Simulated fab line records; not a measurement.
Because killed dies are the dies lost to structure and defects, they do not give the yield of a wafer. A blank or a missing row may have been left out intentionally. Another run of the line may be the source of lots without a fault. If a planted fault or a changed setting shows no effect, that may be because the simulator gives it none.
fab line records -- flow n5_finfet
record: lots: 7, wafers: 18, last_day: 18
route steps=1938 shown PMOS_HMC_CHANNEL_EPI@75 FIN_SAQP@90 STI_FIN_REVEAL@205
lots with no fault: from the same line, run without faults
start_h: start of the lot's first displayed wafer, in hours after the record's first day -- wait_h: hours from the lot's prior step to this one -- " same as the row above -- L1.1+2: a row that stands for several wafers -- - either no value or no given start -- * or withheld: withheld -- < > ~ a bound
route shown NAME@n: NAME is a module with steps in the file, n the number in the route of the first one -- usual: mean/standard deviation of fault-free wafers -- same: alike in all rows -- chamber/n: place in a boat -- sites: per-site readings -- _std_site: how widely they spread, as a standard deviation -- _edge_site: mean of outer sites minus mean of inner sites -- radius_mm: for every site, how far away it sits from the centre of the wafer -- mask NAME#n: copy n -- behind: the most recent tool/chamber to have shaped the wafer -- hold: why the lot was held/for how many hours/how that ended -- device: the transistor (n, p or np) that didn't switch -- end of line: the route-end tests of the same wafers -- where a step has no rows: the recipe by itself -- killed: dies that structure and defects cost at the first sort, which is not the same as the wafer's yield -- map: shows each die of a wafer: x if killed, . if not, _ if none is there
set.NAME: setting as actually run; set.NAME@STEP: the setting as run at that earlier step -- model.NAME: the simulator's own value behind a step, which no gauge read
a table for each step, a row for each wafer; lots at some steps of the route
services: a tool's chamber out of use, with start hour (start_h, from the record's first day; less than 0 if before it), hours out, and reason
== steps ==
step: N5_PMOS_HMC_CHANNEL_EPI_PRECLEAN_36
recipe: chemistry: O3/DIW, time_s: 45, temp_c: 22, o3_ppm: 10
step: N5_PMOS_HMC_CHANNEL_EPI_PRECLEAN_18
recipe: chemistry: DHF, time_s: 30, temp_c: 25, dilution: withheld
step: N5_PMOS_HMC_CHANNEL_EPI_SRD_19
recipe: dry: ipa_marangoni, do_ppb: 5, time_s: 30, temp_c: 23, rinse_liquid: diw
step: N5_PMOS_HMC_CHANNEL_EPI_EPI_20
recipe: material: SiGe30, mask_material: SiO2, pressure_torr: 20, target_thk_a: 590, temp_c: 600
step: N5_PMOS_HMC_CHANNEL_EPI_HM_STRIP_35
recipe: chemistry: dHF, temp_c: 25, material: SiO2, target: SiO2, target_depth_a: 396, time_s: 216
step: N5_PMOS_HMC_CHANNEL_EPI_SRD_39
recipe: dry: ipa_marangoni, time_s: 30, temp_c: 23, rinse_liquid: diw
step: N5_PMOS_HMC_CHANNEL_EPI_CMP_21
recipe: material: SiGe30, post_cmp_clean: alkaline_brush, target_thk_nm: 54
step: N5_PMOS_HMC_CHANNEL_EPI_THK_MEAS_22
recipe: reads: SiGe30_of_PMOS_HMC_CHANNEL_EPI_EPI_20
usual: HMC_CMP_THK: 53.6/0.6
lot.wafer,tool,chamber,start_h,wait_h,HMC_CMP_THK[nm]
L160.2,film_metro-02,-,37.47,-,53.9
L160.3,film_metro-02,-,37.47,-,52.7
L160.6,film_metro-02,-,37.47,-,53.1
L162.1,film_metro-02,-,49.80,-,52.8
L162.2,film_metro-02,-,49.80,-,53.7
L162.3,film_metro-02,-,49.80,-,53.2
L166.2,film_metro-02,-,74.56,-,54.0
L166.3,film_metro-02,-,74.56,-,53.1
L166.5,film_metro-02,-,74.56,-,53.8
L170.2,film_metro-01,-,97.97,-,53.0
L170.3,film_metro-01,-,97.97,-,53.2
L171.2,film_metro-02,-,103.94,-,54.2
L171.5,film_metro-02,-,103.94,-,53.7
L172.2,film_metro-02,-,110.43,-,53.4
L172.5,film_metro-02,-,110.43,-,53.4
L179.1,film_metro-02,-,152.54,-,54.4
L179.3,film_metro-02,-,152.54,-,54.0
L179.5,film_metro-02,-,152.54,-,54.0
step: N5_PMOS_HMC_CHANNEL_EPI_PRECLEAN_40
recipe: chemistry: DHF, time_s: 30, temp_c: 25, dilution: withheld
step: N5_PMOS_HMC_CHANNEL_EPI_PRECLEAN_37
recipe: chemistry: O3/DIW, time_s: 45, temp_c: 22, o3_ppm: 10
step: N5_PMOS_HMC_CHANNEL_EPI_PRECLEAN_24
recipe: chemistry: DHF, time_s: 30, temp_c: 25, dilution: withheld
step: N5_PMOS_HMC_CHANNEL_EPI_SRD_25
recipe: dry: ipa_marangoni, do_ppb: 5, time_s: 30, temp_c: 23, rinse_liquid: diw
step: N5_PMOS_HMC_CHANNEL_EPI_EPI_26
recipe: material: Si, target_thk_a: 38, temp_c: 650, precursor: SiH4/H2, pressure_torr: 20, time_s: 22.7
usual: throttle_valve_pct: 11.17/0.18
lot.wafer,tool,chamber,start_h,wait_h,throttle_valve_pct,model.Si_of_PMOS_HMC_CHANNEL_EPI_EPI_26.thk_nm
L160.2,epi_rpcvd-01,0,37.63,0.1,11.46,3.74
L160.3,epi_rpcvd-01,0,37.63,0.1,11.10,3.75
L160.6,epi_rpcvd-01,0,37.63,0.1,11.22,3.761
L162.1,epi_rpcvd-02,0,49.91,0.0,11.11,3.786
L162.2,epi_rpcvd-02,0,49.91,0.0,11.03,3.764
L162.3,epi_rpcvd-02,0,49.91,0.0,11.22,3.786
L166.2,epi_rpcvd-02,0,74.72,0.1,11.37,3.774
L166.3,epi_rpcvd-02,0,74.72,0.1,11.41,3.752
L166.5,epi_rpcvd-02,0,74.72,0.1,11.24,3.697
L170.2,epi_rpcvd-01,0,98.17,0.1,11.30,2.993
L170.3,epi_rpcvd-01,0,98.17,0.1,11.06,3.037
L171.2,epi_rpcvd-01,0,104.13,0.1,11.26,2.979
L171.5,epi_rpcvd-01,0,104.13,0.1,10.95,3.788
L172.2,epi_rpcvd-01,0,110.63,0.1,11.09,3.037
L172.5,epi_rpcvd-01,0,110.63,0.1,11.11,3.83
L179.1,epi_rpcvd-02,0,152.64,0.0,11.14,3.801
L179.3,epi_rpcvd-02,0,152.64,0.0,11.13,3.835
L179.5,epi_rpcvd-02,0,152.64,0.0,11.17,3.811
step: N5_PMOS_HMC_CHANNEL_EPI_INSPECT_30
recipe: inspect_instrument: darkfield, mode: post_epi
usual: raw_defect_count: 18/6.2
lot.wafer,tool,chamber,start_h,wait_h,raw_defect_count
L160.2,defect_inspect-01,-,37.95,0.0,25
L160.3,defect_inspect-01,-,37.95,0.0,19
L160.6,defect_inspect-01,-,37.95,0.0,31
L162.1,defect_inspect-01,-,50.28,0.0,10
L162.2,defect_inspect-01,-,50.28,0.0,21
L162.3,defect_inspect-01,-,50.28,0.0,18
L166.2,defect_inspect-02,-,75.04,0.0,21
L166.3,defect_inspect-02,-,75.04,0.0,18
L166.5,defect_inspect-02,-,75.04,0.0,40
L170.2,defect_inspect-01,-,98.69,0.0,24
L170.3,defect_inspect-01,-,98.69,0.0,20
L171.2,defect_inspect-01,-,104.65,0.0,21
L171.5,defect_inspect-01,-,104.65,0.0,23
L172.2,defect_inspect-02,-,111.15,0.0,14
L172.5,defect_inspect-02,-,111.15,0.0,27
L179.1,defect_inspect-02,-,153.01,0.0,15
L179.3,defect_inspect-02,-,153.01,0.0,14
L179.5,defect_inspect-02,-,153.01,0.0,18
step: N5_FIN_SAQP_PRECLEAN_42
recipe: chemistry: O3/DIW, time_s: 60, temp_c: 22, o3_ppm: 10
step: N5_FIN_SAQP_PRECLEAN_00
recipe: chemistry: SC1, time_s: 60, temp_c: 55, mix: 1:2:50
step: N5_FIN_SAQP_PRECLEAN_44
recipe: chemistry: SC2, time_s: 45, temp_c: 35, mix: 1:1:50
step: N5_FIN_SAQP_SRD_01
recipe: dry: ipa_marangoni, time_s: 30, temp_c: 23, rinse_liquid: diw
step: N5_FIN_SAQP_ALD_61
recipe: material: SiO2, target_thk_a: 40, temp_c: 300, ald_precursor_family: BDEAS, ald_co_reactant: O2-plasma, pulse_time_s: 1, purge_time_s: 2, co_reactant_purge_time_s: 2, ald_cycles: 43, pressure_torr: 2
step: N5_FIN_SAQP_DENSIFY_62
recipe: temp_c: 700, time_s: 60, ambient: N2, idle_temp_c: 600, ramp_up_c_per_s: 150, ramp_down_c_per_s: 60, cool_to_c: 600
step: N5_FIN_SAQP_HM_DEP_03
recipe: material: SiNx, target_thk_a: 380, temp_c: 400, precursor: SiH4/NH3/N2, pressure_torr: 1.5, rf_w: 300, time_s: 33.6
usual: heater_power_w: 737/46, showerhead_plenum_p_Torr: 5.11/0.048, throttle_valve_pct: 40.6/2.3
lot.wafer,tool,chamber,start_h,wait_h,heater_power_w,showerhead_plenum_p_Torr,throttle_valve_pct
L160.2,pecvd-01,1,38.63,0.2,798,5.09,45.5
L160.3,pecvd-01,1,38.63,0.2,793,5.10,45.6
L160.6,pecvd-01,1,38.63,0.2,818,5.10,45.7
L162.1,pecvd-03,0,50.83,0.2,745,5.13,40.4
L162.2,pecvd-03,2,50.83,0.2,701,5.06,42.0
L162.3,pecvd-03,1,50.83,0.2,725,5.06,38.7
L166.2,pecvd-03,1,75.76,0.3,776,5.05,38.6
L166.3,pecvd-03,2,75.76,0.3,746,5.05,42.1
L166.5,pecvd-03,1,75.76,0.3,782,5.06,38.5
L170.2,pecvd-04,0,99.63,0.2,741,5.20,41.1
L170.3,pecvd-04,1,99.63,0.2,662,5.15,37.6
L171.2,pecvd-01,1,106.58,0.2,799,5.10,45.7
L171.5,pecvd-01,2,106.58,0.2,792,5.19,37.4
L172.2,pecvd-03,2,111.98,0.3,720,5.05,42.1
L172.5,pecvd-03,0,111.98,0.3,692,5.13,40.7
L179.1,pecvd-03,2,153.83,0.2,752,5.05,42.3
L179.3,pecvd-03,0,153.83,0.2,680,5.12,41.0
L179.5,pecvd-03,1,153.83,0.2,801,5.07,38.4
step: N5_FIN_SAQP_THK_MEAS_05
usual: thk_nm: 38.1/0.49
lot.wafer,tool,chamber,start_h,wait_h,thk_nm
L160.2,film_metro-01,-,38.75,0.1,36.8
L160.3,film_metro-01,-,38.75,0.1,37.7
L160.6,film_metro-01,-,38.75,0.1,37.8
L162.1,film_metro-02,-,50.92,0.1,37.8
L162.2,film_metro-02,-,50.92,0.1,38.0
L162.3,film_metro-02,-,50.92,0.1,37.8
L166.2,film_metro-01,-,75.85,0.1,37.4
L166.3,film_metro-01,-,75.85,0.1,37.4
L166.5,film_metro-01,-,75.85,0.1,37.9
L170.2,film_metro-01,-,99.72,0.1,38.3
L170.3,film_metro-01,-,99.72,0.1,38.3
L171.2,film_metro-01,-,106.67,0.1,37.8
L171.5,film_metro-01,-,106.67,0.1,38.1
L172.2,film_metro-02,-,112.06,0.1,37.4
L172.5,film_metro-02,-,112.06,0.1,37.9
L179.1,film_metro-02,-,153.92,0.1,38.5
L179.3,film_metro-02,-,153.92,0.1,38.0
L179.5,film_metro-02,-,153.92,0.1,38.6
step: N5_FIN_SAQP_PECVD_47
recipe: material: a-Si, target_thk_a: 450, temp_c: 400, precursor: SiH4/He, pressure_torr: 3, rf_w: 100, time_s: 36.3
step: N5_FIN_SAQP_PECVD_48
recipe: material: SiNx, target_thk_a: 250, temp_c: 400, precursor: SiH4/NH3/N2, pressure_torr: 1.5, rf_w: 300, time_s: 22.1
usual: heater_power_w: 741/58, showerhead_plenum_p_Torr: 5.12/0.049, throttle_valve_pct: 40.7/2.6
lot.wafer,tool,chamber,start_h,wait_h,heater_power_w,showerhead_plenum_p_Torr,throttle_valve_pct
L160.2,pecvd-04,2,38.83,0.0,814,5.09,40.2
L160.3,pecvd-04,0,38.83,0.0,747,5.21,41.2
L160.6,pecvd-04,1,38.83,0.0,639,5.13,37.6
L162.1,pecvd-01,0,51.00,0.0,625,5.11,39.7
L162.2,pecvd-01,1,51.00,0.0,849,5.11,45.9
L162.3,pecvd-01,2,51.00,0.0,776,5.18,37.0
L166.2,pecvd-04,2,75.93,0.0,829,5.08,40.6
L166.3,pecvd-04,0,75.93,0.0,655,5.20,41.1
L166.5,pecvd-04,2,75.93,0.0,840,5.09,40.5
L170.2,pecvd-01,0,99.79,0.0,752,5.12,39.6
L170.3,pecvd-01,2,99.79,0.0,768,5.20,37.3
L171.2,pecvd-04,2,106.75,0.0,817,5.09,40.6
L171.5,pecvd-04,1,106.75,0.0,782,5.15,37.7
L172.2,pecvd-04,1,112.14,0.0,647,5.14,37.8
L172.5,pecvd-04,2,112.14,0.0,818,5.09,40.4
L179.1,pecvd-01,2,153.99,0.0,736,5.19,37.5
L179.3,pecvd-01,1,153.99,0.0,834,5.10,45.4
L179.5,pecvd-01,2,153.99,0.0,720,5.18,37.3
step: N5_FIN_SAQP_PECVD_06
recipe: material: a-Si, target_thk_a: 600, temp_c: 400, precursor: SiH4/He, pressure_torr: 3, rf_w: 100, time_s: 48.1
step: N5_FIN_SAQP_THK_MEAS_07
usual: thk_nm: 59.9/0.73
lot.wafer,tool,chamber,start_h,wait_h,thk_nm
L160.2,film_metro-02,-,38.96,0.1,60.2
L160.3,film_metro-02,-,38.96,0.1,60.5
L160.6,film_metro-02,-,38.96,0.1,61.5
L162.1,film_metro-02,-,51.13,0.1,59.6
L162.2,film_metro-02,-,51.13,0.1,59.3
L162.3,film_metro-02,-,51.13,0.1,59.9
L166.2,film_metro-02,-,76.06,0.1,59.7
L166.3,film_metro-02,-,76.06,0.1,59.8
L166.5,film_metro-02,-,76.06,0.1,60.4
L170.2,film_metro-01,-,99.92,0.1,60.2
L170.3,film_metro-01,-,99.92,0.1,60.4
L171.2,film_metro-02,-,106.88,0.1,60.7
L171.5,film_metro-02,-,106.88,0.1,61.1
L172.2,film_metro-01,-,112.27,0.1,59.5
L172.5,film_metro-01,-,112.27,0.1,61.0
L179.1,film_metro-02,-,154.12,0.1,60.0
L179.3,film_metro-02,-,154.12,0.1,59.0
L179.5,film_metro-02,-,154.12,0.1,59.6
step: N5_FIN_SAQP_HM_DEP_72
recipe: material: SiO2, target_thk_a: 120, temp_c: 400, precursor: SiH4/N2O, pressure_torr: 0.75, rf_w: 275, time_s: 7.2
step: N5_FIN_SAQP_COAT_49
recipe: resist: SOC, temp_c: 250, time_s: 60, spin_rpm: 1500, resist_thk_nm: 100
step: N5_FIN_SAQP_COAT_50
recipe: resist: SiARC, temp_c: 220, time_s: 60, spin_rpm: 1500, resist_thk_nm: 35
step: N5_FIN_SAQP_COAT_10
recipe: resist: CAR-ArF, spin_rpm: 1500, resist_thk_nm: 90
step: N5_FIN_SAQP_EBR_12
recipe: solvent: PGMEA, ebr_width_mm: 1.5
step: N5_FIN_SAQP_SOFTBAKE_11
recipe: temp_c: 110, time_s: 60, resist: CAR-ArF
step: N5_FIN_SAQP_EXPOSE_13
recipe: mask_id: FIN_CORE, na: 1.35, source_shape: dipole, sigma_inner: 0.538, sigma_outer: 0.738, polarization: te, target_cd_nm: 35.6, dose_mj: 63.25
step: N5_FIN_SAQP_PEB_14
recipe: peb_temp_c: withheld, peb_time_s: 60, resist: CAR-ArF
step: N5_FIN_SAQP_DEVELOP_15
recipe: develop_time_s: 30, developer: TMAH, resist: CAR-ArF, dev_temp_c: 23, rinse_liquid: diw, dry: air_spin
step: N5_FIN_SAQP_CD_MEAS_16
recipe: target_cd_nm: 35.6, landing_energy_ev: 500, detector: se_inlens
usual: cd_nm: 35.61/0.29
lot.wafer,tool,chamber,start_h,wait_h,cd_nm
L160.2,cd_sem-02,0,39.47,-,36.03
L160.3,cd_sem-02,0,39.47,-,36.04
L160.6,cd_sem-02,0,39.47,-,35.92
L162.1,cd_sem-02,0,51.63,-,35.83
L162.2,cd_sem-02,0,51.63,-,35.46
L162.3,cd_sem-02,0,51.63,-,35.61
L166.2,cd_sem-03,0,76.42,-,35.09
L166.3,cd_sem-03,0,76.42,-,35.26
L166.5,cd_sem-03,0,76.42,-,35.07
L170.2,cd_sem-03,0,100.41,-,35.59
L170.3,cd_sem-03,0,100.41,-,35.78
L171.2,cd_sem-03,0,107.36,-,35.41
L171.5,cd_sem-03,0,107.36,-,35.19
L172.2,cd_sem-03,0,112.78,-,35.73
L172.5,cd_sem-03,0,112.78,-,35.30
L179.1,cd_sem-03,0,154.61,-,35.47
L179.3,cd_sem-03,0,154.61,-,35.54
L179.5,cd_sem-03,0,154.61,-,35.59
step: N5_FIN_SAQP_OVL_MEAS_17
recipe: points_per_wafer: 44
usual: FIN_CORE_OVL: -0.3/0.76
lot.wafer,tool,chamber,start_h,wait_h,FIN_CORE_OVL[nm]
L160.2,overlay-02,0,39.51,0.0,0.0
L160.3,overlay-02,0,39.51,0.0,-0.5
L160.6,overlay-02,0,39.51,0.0,-0.5
L162.1,overlay-02,0,51.67,0.0,-0.6
L162.2,overlay-02,0,51.67,0.0,0.3
L162.3,overlay-02,0,51.67,0.0,0.4
L166.2,overlay-02,0,76.46,0.0,-1.4
L166.3,overlay-02,0,76.46,0.0,-0.4
L166.5,overlay-02,0,76.46,0.0,-0.3
L170.2,overlay-02,0,100.45,0.0,-0.6
L170.3,overlay-02,0,100.45,0.0,-0.6
L171.2,overlay-01,0,107.40,0.0,0.2
L171.5,overlay-01,0,107.40,0.0,-0.5
L172.2,overlay-01,0,112.82,0.0,0.1
L172.5,overlay-01,0,112.82,0.0,-0.7
L179.1,overlay-01,0,154.65,0.0,-0.5
L179.3,overlay-01,0,154.65,0.0,-0.9
L179.5,overlay-01,0,154.65,0.0,0.8
step: N5_FIN_SAQP_INSPECT_18
recipe: mode: adi, inspect_instrument: brightfield
usual: raw_defect_count: 421/110
lot.wafer,tool,chamber,start_h,wait_h,raw_defect_count
L160.2,defect_inspect-02,-,39.53,0.0,319
L160.3,defect_inspect-02,-,39.53,0.0,325
L160.6,defect_inspect-02,-,39.53,0.0,223
L162.1,defect_inspect-02,-,51.70,0.0,595
L162.2,defect_inspect-02,-,51.70,0.0,759
L162.3,defect_inspect-02,-,51.70,0.0,534
L166.2,defect_inspect-01,-,76.48,0.0,448
L166.3,defect_inspect-01,-,76.48,0.0,469
L166.5,defect_inspect-01,-,76.48,0.0,416
L170.2,defect_inspect-01,-,100.47,0.0,323
L170.3,defect_inspect-01,-,100.47,0.0,230
L171.2,defect_inspect-01,-,107.42,0.0,394
L171.5,defect_inspect-01,-,107.42,0.0,437
L172.2,defect_inspect-02,-,112.84,0.0,531
L172.5,defect_inspect-02,-,112.84,0.0,645
L179.1,defect_inspect-02,-,154.67,0.0,417
L179.3,defect_inspect-02,-,154.67,0.0,444
L179.5,defect_inspect-02,-,154.67,0.0,320
step: N5_FIN_SAQP_DESCUM_21
recipe: chemistry: O2, time_s: 7.9, source_power_w: 50, bias_power_w: 20, pressure_mtorr: 20, rf_frequency_hz: 2.712e+07, temp_c: 40, resist: CAR-ArF, o2_flow_sccm: 225
usual: drypump_motor_current_A: 5.6/0.51, oes_product_au: 0.81/0.1, rf_vpp_V: 243.1/1.7, showerhead_plenum_p_Torr: 2.09/0.09, throttle_valve_pct: 20.42/0.17
lot.wafer,tool,chamber,start_h,wait_h,drypump_motor_current_A,oes_product_au,rf_hours_counter_h,rf_vpp_V,showerhead_plenum_p_Torr,throttle_valve_pct
L160.2,rie_diel-03,1,39.57,0.0,6.5,0.97,8,246.7,2.23,20.26
L160.3,rie_diel-03,3,39.57,0.0,4.8,0.75,159,243.6,2.18,20.65
L160.6,rie_diel-03,2,39.57,0.0,5.3,0.76,-,243.2,2.00,20.40
L162.1,rie_diel-04,1,51.73,0.0,5.0,0.70,236,240.2,1.98,20.42
L162.2,rie_diel-04,3,51.73,0.0,6.1,0.71,215,240.5,1.98,20.60
L162.3,rie_diel-04,2,51.73,0.0,6.1,0.87,50,243.8,2.14,20.20
L166.2,rie_diel-04,0,76.51,0.0,5.3,0.97,4,243.5,2.05,20.24
L166.3,rie_diel-04,3,76.51,0.0,6.0,0.69,224,240.8,1.97,20.60
L166.5,rie_diel-04,2,76.51,0.0,6.1,0.84,-,243.4,2.13,20.20
L170.2,rie_diel-01,0,100.51,0.0,5.7,0.83,69,243.9,2.12,20.29
L170.3,rie_diel-01,3,100.51,0.0,6.3,0.96,5,241.7,2.06,20.43
L171.2,rie_diel-03,1,107.53,0.1,6.5,0.91,30,245.7,2.22,20.31
L171.5,rie_diel-03,1,107.53,0.1,6.5,0.92,-,245.0,2.22,20.30
L172.2,rie_diel-03,1,112.88,0.0,6.5,0.91,32,243.8,2.22,20.28
L172.5,rie_diel-03,2,112.88,0.0,5.3,0.74,-,241.2,1.99,20.47
L179.1,rie_diel-01,1,154.70,0.0,5.1,0.90,27,244.7,2.23,20.32
L179.3,rie_diel-01,0,154.70,0.0,5.7,0.82,85,244.5,2.11,20.31
L179.5,rie_diel-01,0,154.70,0.0,5.7,0.82,-,244.9,2.12,20.32
step: N5_FIN_SAQP_ETCH_51
recipe: chemistry: CF4, target: SiARC, target_depth_a: 455, mask_material: CAR-ArF, time_s: 75.8, ion_energy_ev: 80, pressure_mtorr: 40, source_w: 545, bias_w: 36, Ar_flow_sccm: 100, cf4_flow_sccm: 100, ends: cleared
usual: drypump_motor_current_A: 5.6/0.51, etch_rf_on_time_s: 75.8/1.2, oes_product_au: 0.69/0.085, rf_vpp_V: 184.1/1.2, showerhead_plenum_p_Torr: 2.14/0.086, throttle_valve_pct: 15.60/0.21
lot.wafer,tool,chamber,start_h,wait_h,drypump_motor_current_A,etch_rf_on_time_s,oes_product_au,rf_hours_counter_h,rf_vpp_V,showerhead_plenum_p_Torr,throttle_valve_pct
L160.2,rie_diel-03,1,39.60,0.0,6.5,75.8,0.81,8,184.4,2.28,15.43
L160.3,rie_diel-03,3,39.60,0.0,4.8,75.2,0.65,159,185.2,2.22,15.82
L160.6,rie_diel-03,2,39.60,0.0,5.3,76.3,0.64,-,184.1,2.06,15.69
L162.1,rie_diel-04,1,51.77,0.0,5.0,77.1,0.59,236,183.3,2.02,15.62
L162.2,rie_diel-04,3,51.77,0.0,6.1,77.3,0.60,215,182.6,2.04,15.92
L162.3,rie_diel-04,2,51.77,0.0,6.1,74.7,0.74,50,184.7,2.17,15.30
L166.2,rie_diel-04,0,76.55,0.0,5.3,77.5,0.82,4,184.8,2.11,15.36
L166.3,rie_diel-04,3,76.55,0.0,6.1,77.7,0.60,224,183.8,2.04,15.92
L166.5,rie_diel-04,2,76.55,0.0,6.1,76.2,0.71,-,184.8,2.17,15.28
L170.2,rie_diel-01,0,100.54,0.0,5.7,75.3,0.71,69,183.7,2.17,15.43
L170.3,rie_diel-01,3,100.54,0.0,6.2,74.1,0.82,5,182.8,2.11,15.50
L171.2,rie_diel-03,1,107.57,0.0,6.5,75.7,0.76,30,184.3,2.27,15.46
L171.5,rie_diel-03,1,107.57,0.0,6.4,74.8,0.77,-,185.8,2.27,15.45
L172.2,rie_diel-03,1,112.91,0.0,6.5,75.6,0.77,32,185.3,2.27,15.47
L172.5,rie_diel-03,2,112.91,0.0,5.3,76.8,0.62,-,184.0,2.05,15.74
L179.1,rie_diel-01,1,154.74,0.0,5.0,75.6,0.77,27,184.1,2.27,15.48
L179.3,rie_diel-01,0,154.74,0.0,5.7,75.2,0.69,85,183.5,2.16,15.46
L179.5,rie_diel-01,0,154.74,0.0,5.8,75.3,0.70,-,183.3,2.16,15.46
step: N5_FIN_SAQP_ETCH_52
recipe: chemistry: N2/H2, target: SOC, target_depth_a: 1000, overetch_a: 200, mask_material: SiARC, temp_c: 40, time_s: 150, ion_energy_ev: 200, pressure_mtorr: 30, source_w: 840, bias_w: 150, n2_flow_sccm: 200, h2_flow_sccm: 200, ends: end_point
usual: drypump_motor_current_A: 5.6/0.51, oes_product_au: 0.72/0.084, rf_vpp_V: 524/3.1, showerhead_plenum_p_Torr: 2.54/0.11, throttle_valve_pct: 17.82/0.21
lot.wafer,tool,chamber,start_h,wait_h,drypump_motor_current_A,oes_product_au,rf_hours_counter_h,rf_vpp_V,showerhead_plenum_p_Torr,throttle_valve_pct
L160.2,rie_diel-03,1,39.66,0.0,6.5,0.84,8,529,2.72,17.71
L160.3,rie_diel-03,3,39.66,0.0,4.8,0.68,159,527,2.64,18.11
L160.6,rie_diel-03,2,39.66,0.0,5.3,0.68,-,520,2.44,17.96
L162.1,rie_diel-04,1,51.82,0.0,5.0,0.61,236,521,2.41,17.95
L162.2,rie_diel-04,3,51.82,0.0,6.1,0.64,215,519,2.41,18.02
L162.3,rie_diel-04,2,51.82,0.0,6.1,0.75,50,525,2.58,17.49
L166.2,rie_diel-04,0,76.61,0.0,5.3,0.86,5,523,2.50,17.64
L166.3,rie_diel-04,3,76.61,0.0,6.0,0.64,224,521,2.41,18.04
L166.5,rie_diel-04,2,76.61,0.0,6.1,0.74,-,525,2.57,17.49
L170.2,rie_diel-01,0,100.60,0.0,5.8,0.74,69,526,2.57,17.60
L170.3,rie_diel-01,3,100.60,0.0,6.3,0.85,5,523,2.50,17.78
L171.2,rie_diel-03,1,107.63,0.0,6.4,0.80,30,529,2.71,17.77
L171.5,rie_diel-03,1,107.63,0.0,6.5,0.80,-,528,2.71,17.77
L172.2,rie_diel-03,1,112.97,0.0,6.5,0.81,32,528,2.71,17.78
L172.5,rie_diel-03,2,112.97,0.0,5.3,0.66,-,520,2.43,18.01
L179.1,rie_diel-01,1,154.80,0.0,5.1,0.80,27,527,2.71,17.71
L179.3,rie_diel-01,0,154.80,0.0,5.8,0.74,85,524,2.56,17.61
L179.5,rie_diel-01,0,154.80,0.0,5.8,0.73,-,525,2.56,17.63
step: N5_STI_FIN_REVEAL_CLEAN_19
recipe: chemistry: O3/DIW, temp_c: 25, time_s: 120, o3_ppm: 10
lot.wafer,tool,chamber,start_h,wait_h,model.Si_of_PMOS_HMC_CHANNEL_EPI_EPI_26.thk_nm
L160.2+3+6,wet_bench-06,"2,4,0",55.14,0.1,2.4
L162.1+2+3,wet_bench-04,"7,6,0",67.70,0.1,2.4
L166.2+3+5,wet_bench-06,"5,4,7",90.70,0.1,2.4
L170.2+3,wet_bench-04,"6,4",115.80,0.1,1.6
L171.2,wet_bench-06,7,121.97,0.1,1.6
L171.5,wet_bench-06,4,121.97,0.1,2.4
L172.2,wet_bench-06,7,127.06,0.1,1.6
L172.5,wet_bench-06,3,127.06,0.1,2.4
L179.1+3+5,wet_bench-04,"5,3,2",171.33,0.1,2.4
== services ==
tool,chamber,start_h,hours,kind
pecvd-03,1,23.26,4.8,repair
rie_diel-04,0,38.70,-,clean
rie_diel-04,0,38.70,-,consumable_replace:focus_ring
rie_diel-04,0,38.70,22.9,scheduled_down
rie_diel-04,0,38.70,22.9,vent_cycle
pecvd-04,1,48.46,5.0,repair
pecvd-03,-,57.65,0.5,repair
pecvd-01,2,87.25,2.8,repair
rie_diel-04,1,92.78,-,clean
rie_diel-04,1,92.78,-,consumable_replace:focus_ring
rie_diel-04,1,92.78,-,consumable_replace:showerhead
rie_diel-04,1,92.78,18.6,scheduled_down
rie_diel-04,3,103.26,4.3,repair
pecvd-01,2,110.55,7.9,repair
pecvd-03,0,112.17,8.8,repair
wet_bench-06,-,115.37,2.7,repair
rie_diel-01,-,129.43,10.9,repair
epi_rpcvd-02,-,137.77,1.1,repair
rie_diel-04,3,138.33,9.4,repair
rie_diel-01,2,143.52,8.2,repair
rie_diel-03,0,165.44,-,clean
rie_diel-03,0,165.44,-,consumable_replace:focus_ring
rie_diel-03,0,165.44,20.8,scheduled_down
rie_diel-03,0,165.44,20.8,vent_cycle
== key ==
first_sign none at tools or gauges
model_effect: step: N5_PMOS_HMC_CHANNEL_EPI_EPI_26, value: Si_of_PMOS_HMC_CHANNEL_EPI_EPI_26.thk_nm, without: 3.809, struck: 3.012
model_effect: step: N5_STI_FIN_REVEAL_CLEAN_19, value: Si_of_PMOS_HMC_CHANNEL_EPI_EPI_26.thk_nm, without: 2.4, struck: 1.6
met_at N5_PMOS_HMC_CHANNEL_EPI_EPI_26
struck_wafers L170.2,L170.3,L171.2,L172.2
tester_left_out L170,L171,L172
onset_between 37.63 98.17
fault: kind: process_parameter_drift, tool: epi_rpcvd-01, chamber: -, onset_h: 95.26, steps: N5_PMOS_HMC_CHANNEL_EPI_EPI_26, channel: time_s, offset: *, shape: step, end_h: 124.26, scope: struck_wafers_only, acts_in: *, stated: *
tester_left_out: of these lots the tester's yield and bins aren't shown, on N5 and GAA mostly nor the transistor test; their killed dies are dies lost to structure and defects alone, not to doping, threshold or leakage, so they don't give the yield
